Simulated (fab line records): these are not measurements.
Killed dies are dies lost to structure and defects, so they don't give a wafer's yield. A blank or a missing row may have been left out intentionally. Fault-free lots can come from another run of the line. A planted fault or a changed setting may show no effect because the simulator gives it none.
Chamber matching    flow n5Finfet    N5_BEOL_M5_PECVD_70 on pecvd-02 has 3 sister chambers
The step deposits SiO2 from TEOS/O2, target thk 16 nm, time 18 s. 20 wafers are shown with their chamber, then 10 later ones without.

WAFERS PAIRED WITH THEIR CHAMBERS
wafer   chamber  throttleValvePct (%)  showerheadPlenumPTorr (Torr)  heaterPowerW (W)
L078.4  2        21.6                  8.87                          658
L078.5  0        21.2                  8.87                          731
L078.6  1        23.8                  8.77                          728
L080.2  0        20.9                  8.90                          749
L080.3  1        23.6                  8.77                          691
L080.6  1        23.5                  8.77                          662
L081.1  1        23.7                  8.77                          711
L081.4  0        21.3                  8.86                          679
L081.5  1        23.8                  8.79                          718
L083.1  1        23.7                  8.75                          659
L083.3  0        20.8                  8.89                          653
L083.4  1        23.9                  8.77                          671
L085.2  2        21.7                  8.91                          547
L085.3  0        21.3                  8.85                          666
L085.6  0        21.2                  8.88                          654
L087.1  1        23.8                  8.79                          745
L087.5  1        23.7                  8.78                          725
L087.6  0        21.1                  8.90                          631
L088.4  1        24.0                  8.78                          758
L088.5  2        21.6                  8.90                          630

SIGNATURES, as means of the wafers listed above
reading                chamber 0  chamber 1  chamber 2  scatter within a chamber
throttleValvePct       21.114     23.750     21.633     0.157
showerheadPlenumPTorr  8.8786     8.7740     8.8933     0.0161
heaterPowerW           680.43     706.80     611.67     41.2
Rule: a wafer's distance from a chamber is the root of the sum, over the readings, of the square of ((its reading less the chamber's mean) divided by the reading's scatter). The wafer belongs to the nearest chamber; if the next one is less than 2 further off, it can't be placed. The scatter is the square root of a quotient: the sum, over the shown wafers, of each reading's squared deviation from its chamber's mean, divided by wafers minus chambers.

WAFERS MISSING THEIR CHAMBER
wafer   throttleValvePct (%)  showerheadPlenumPTorr (Torr)  heaterPowerW (W)
L088.6  21.2                  8.86                          693
L093.2  23.5                  8.75                          732
L093.3  21.6                  8.87                          752
L093.6  21.9                  8.90                          565
L095.2  22.0                  8.89                          559
L095.4  21.9                  8.88                          554
L095.5  23.8                  8.78                          727
L096.1  21.8                  8.90                          678
L096.4  23.7                  8.77                          652
L096.6  21.4                  8.86                          712

WHICH CHAMBER EACH WENT THROUGH
wafer   from the rows above      in truth
L088.6  0                        0
L093.2  1                        1
L093.3  can't be placed: 0 or 2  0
L093.6  2                        2
L095.2  2                        2
L095.4  2                        2
L095.5  1                        1
L096.1  2                        2
L096.4  1                        1
L096.6  can't be placed: 0 or 2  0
Placed correctly: 8 of 10. Not placeable from these rows: 2 (in 2, the candidates include the true chamber). Placed wrongly: 0.
